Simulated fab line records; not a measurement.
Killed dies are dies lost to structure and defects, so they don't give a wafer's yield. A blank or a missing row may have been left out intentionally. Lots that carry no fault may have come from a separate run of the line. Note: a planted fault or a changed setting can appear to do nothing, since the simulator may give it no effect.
2 desks looking at one fault	flow n5_finfet	what lay behind the numbers comes last; until then each desk has only its own

## THE DEFECT DESK
Per lot, the means of the sampled wafers with a number show what the inspections along the route counted. Marked OUT: a lot whose mean sits more than 4 standard deviations from the usual mean, which makes it out of limits; the brackets give that distance.
Columns: A = raw_defect_count at N5_BEOL_M8_INSPECT_30, usual 387
lot	first seen here	A
L394	day 9 16:10	275
L395	day 9 16:20	352
L404	day 11 19:45	377
L408	day 12 17:58	408
L411	day 13 08:41	472
L413	day 13 23:22	342
L414	day 14 12:52	381
L415	day 14 15:12	319
L416	day 14 15:22	362
L417	day 14 21:39	461
Finding of this desk: none of the 10 lots has anything out of limits.

## FOR THE TOOL OWNER'S DESK: rie_diel-01
The tool's own readings at N5_BEOL_M8_VIA_ETCH_34 (etches SiCOH lowk in C4F6/O2, target depth 125.5 nm, time 50.5 s): means of the sampled wafers that have a number, for each lot that ran on this tool. Marked OUT: a lot whose mean sits more than 4 standard deviations from the usual mean, which makes it out of limits; the brackets give that distance.
Columns: A = drypump_motor_current_A at N5_BEOL_M8_VIA_ETCH_34, usual 5.7 A; B = oes_f_703_au at N5_BEOL_M8_VIA_ETCH_34, usual 0.81 a.u.; C = oes_product_au at N5_BEOL_M8_VIA_ETCH_34, usual 0.82 a.u.; D = rf_fwd_power_W at N5_BEOL_M8_VIA_ETCH_34, usual 341.7 W; E = rf_vpp_V at N5_BEOL_M8_VIA_ETCH_34, usual 673 V; F = showerhead_plenum_p_Torr at N5_BEOL_M8_VIA_ETCH_34, usual 2.85 Torr; G = throttle_valve_pct at N5_BEOL_M8_VIA_ETCH_34, usual 20.79 %
lot	first seen here	A	B	C	D	E	F	G
L395	day 9 17:20	5.3	0.84	0.84	342.0	672	2.81	20.66
L404	day 11 19:58	5.3	0.90	0.84	369.1 (+20) OUT	646	2.80	20.70
Finding of this desk: L404 out of limits; the first was L404 at day 11 19:58, on rf_fwd_power_W at N5_BEOL_M8_VIA_ETCH_34. L395: within limits.

## ALL TOGETHER
The tool owner's desk could have raised an alarm at day 11 19:58, on L404.
Nothing out of limits was seen by the defect desk.
The defect desk has L404 on record, within its limits.
Every lot named ran N5_BEOL_M8_VIA_ETCH_34 on rie_diel-01.

## WHAT THE SIMULATOR PUT IN
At N5_BEOL_M8_VIA_ETCH_34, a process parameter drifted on rie_diel-01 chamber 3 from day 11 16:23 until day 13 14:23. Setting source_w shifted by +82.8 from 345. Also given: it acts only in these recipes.
Struck lots among those shown: L404.
How many hours passed from the start of the fault until each desk's first out-of-limits reading: the tool owner's desk, 4.
